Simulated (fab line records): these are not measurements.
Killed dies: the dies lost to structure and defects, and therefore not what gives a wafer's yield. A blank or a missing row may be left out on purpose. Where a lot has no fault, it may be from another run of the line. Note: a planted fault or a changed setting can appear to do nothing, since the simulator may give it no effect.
Comparing a struck lot with a sound one ; flow n5-finfet ; 42 out of 1938 route steps
Sound: wafers L387.1, L387.2, L387.5. Struck: wafer L397.1 (left out: L397.4, a lot-mate that was not struck); the cause follows at the end.
Order at every step that has rows: each side's tool, ch and its chambers, its first start. Under that, the readings that differ: sound wafers ; struck wafers ; difference of the means ; sigmas: that difference in standard deviations of wafers without a fault.
alike: readings whose means differ by less than 2 such deviations, and words and numbers that are the same on both sides. not compared: withheld readings, readings that some wafer has no value for, bounds like >300 that may hide the same value, and numbers for which the record gives no deviation and whose values overlap.
A row with sigmas, a row that says differs or no value, or rows on one side alone: a step with any of these is where the two part. When numbers do not overlap yet have no deviation, they are printed without sigmas and do not part them. A reading missing from all wafers of one side parts the sides only when that side holds two or more wafers.

first, 12 steps without rows for these wafers: N5_SD_EPI_N_STRIP_36 (strips in N2/H2); N5_SD_EPI_N_ETCHBACK_44 (etches SiNx in CH3F/O2, stops on SiO2, target depth 14.5 nm); N5_SD_EPI_N_ETCH_45 (etches SiOCN in CH3F/O2, target depth 6 nm); N5_SD_EPI_N_ETCH_16 (etches SiO2 in CHF3/O2, target depth 5 nm); N5_SD_EPI_N_STRIP_47 (strips in CHF3/O2); N5_SD_EPI_N_SD_RECESS_17 (chemistry HBr/Cl2/O2, target depth 41 nm, time 23.7 s, bt time 3 s); N5_SD_EPI_N_STRIP_38 (strips in N2/H2); N5_SD_EPI_N_WET_ETCH_43 (etches SiO2 in dHF, time 14 s, target depth 1.5 nm); N5_SD_EPI_N_STRIP_18 (strips in SPM, time 750 s); N5_SD_EPI_N_SRD_20 (time 30 s); N5_SD_EPI_N_PRECLEAN_48 (cleans in NF3:NH3, afs cycles 2, time 20 s, sublimation time 60 s); N5_SD_EPI_N_VAPOR_ETCH_50 (etches Si in HCl, time 54 s).
N5_SD_EPI_N_EPI_21: deposits Si:P, time 690 s.
  sound on epi-rpcvd-02 ch 0, day 5 03:16; struck on epi-rpcvd-02 ch 0, day 7 13:03
reading;sound;struck;difference;sigmas
epi-growth-time-s (s);690 690 690;829.13;+139.13;
model.Si-P_of_SD_EPI_N_EPI_21.thk-nm (nm);58.2 58.2 58.2;67;+9;
N5_SD_EPI_N_EPI_MEAS_23:
  sound on film-metro-01 at day 5 04:59; struck on film-metro-01 at day 7 14:46
reading;sound;struck;difference;sigmas
thk-nm (nm);57.1 56.8 58.7;67.4;+9.9;+8
then, 24 steps without rows for these wafers: N5_SD_EPI_N_PRECLEAN_24 (cleans in O3/DIW, time 60 s); N5_SD_EPI_N_SRD_25 (time 30 s); N5_SD_EPI_N_PRECLEAN_49 (cleans in NF3:NH3, afs cycles 1, time 20 s, sublimation time 60 s); N5_SD_EPI_N_LINER_46 (material SiNx, target thk 3 nm); N5_SD_EPI_P_COAT_34 (time 60 s, resist thk 350 nm); N5_SD_EPI_P_COAT_35 (time 60 s, resist thk 35 nm); N5_SD_EPI_P_COAT_03 (resist thk 150 nm); N5_SD_EPI_P_EBR_05; N5_SD_EPI_P_SOFTBAKE_04 (time 60 s); N5_SD_EPI_P_EXPOSE_06 (exposes mask SD P BLK, target cd 240 nm); N5_SD_EPI_P_PEB_07 (peb time 60 s); N5_SD_EPI_P_DEVELOP_08 (develop time 30 s); N5_SD_EPI_P_DESCUM_14 (chemistry O2, time 7.9 s); N5_SD_EPI_P_ETCH_36 (etches SiARC in CF4, target depth 45.5 nm, time 75.8 s); N5_SD_EPI_P_ETCH_37 (etches SOC in N2/H2, overetch 108 nm, time 486 s); N5_SD_EPI_P_STRIP_38 (strips in N2/H2); N5_SD_EPI_P_ETCHBACK_46 (etches SiNx in CH3F/O2, stops on SiO2, target depth 17.5 nm); N5_SD_EPI_P_ETCH_47 (etches SiOCN in CH3F/O2, target depth 25 nm); N5_SD_EPI_P_ETCH_16 (etches SiO2 in CHF3/O2, target depth 5 nm); N5_SD_EPI_P_STRIP_50 (strips in CHF3/O2); N5_SD_EPI_P_SD_RECESS_17 (chemistry HBr/Cl2/O2, target depth 39.1 nm, bt time 3 s); N5_SD_EPI_P_WET_ETCH_45 (etches SiO2 in dHF, time 10.7 s, target depth 2 nm, rinse time 30 s); N5_SD_EPI_P_STRIP_40 (strips in N2/H2); N5_SD_EPI_P_PRECLEAN_52 (cleans in O3/DIW, time 60 s).
N5_SD_EPI_P_PRECLEAN_24: cleans in O3/DIW, time 45 s.
  sound on wet-bench-05 ch 0,4,5, day 5 09:45; struck on wet-bench-02 ch 4, day 7 19:53
reading;sound;struck;difference;sigmas
model.Si-P_of_SD_EPI_N_EPI_21.thk-nm (nm);57.4 57.4 57.4;66;+9;
  alike: bath-heat-duty-pct
N5_SD_ACTIVATION_RS_MEAS_03: measures by four-point-probe.
  sound on film-metro-01 at day 5 10:16; struck on film-metro-02 at day 7 20:23
reading;sound;struck;difference;sigmas
RS_SD_N (ohm/sq);22.17 22.37 22.45;19.35;-2.98;-11
  alike: RS_SD_P
-- record jumps: 4 days separate the struck wafers' starts on either side; left off in module SD_ACTIVATION, taken up again in module BEOL_M4, whose first shown step is the route's number 1111 --
N5_BEOL_M4_RC_MEAS_101:
  sound on prober-02 ch 0, day 10 00:59; struck on prober-01 ch 0, day 12 07:47
reading;sound;struck;difference;sigmas
DIBL_N (mV/V);35.8 40.1 37.4;32.8;-5.0;-3
DIBL_P (mV/V);36.0 41.3 37.6;30.3;-8.0;-3
IOFF_N (nA/um);0.14 0.21 0.15;0.09;-0.08;-2
IOFF_P (nA/um);0.18 0.28 0.21;0.14;-0.08;-2
RS_SD_N (ohm/sq);29.3 29.1 29.0;25.0;-4.1;-11
SS_N (mV/dec);71.4 72.9 71.5;70.1;-1.8;-3
SS_P (mV/dec);72.7 74.5 72.8;71.5;-1.8;-2
  alike: ION_N, ION_P, VT_N, VT_P
next, for these wafers, 1 step has no rows: N5_PASSIVATION_PROBE_49.

## WHERE THEY PART
Last at N5_BEOL_M4_RC_MEAS_101 as far as this record goes, first at N5_SD_EPI_N_EPI_MEAS_23.

WHY: what had been put in by the simulator
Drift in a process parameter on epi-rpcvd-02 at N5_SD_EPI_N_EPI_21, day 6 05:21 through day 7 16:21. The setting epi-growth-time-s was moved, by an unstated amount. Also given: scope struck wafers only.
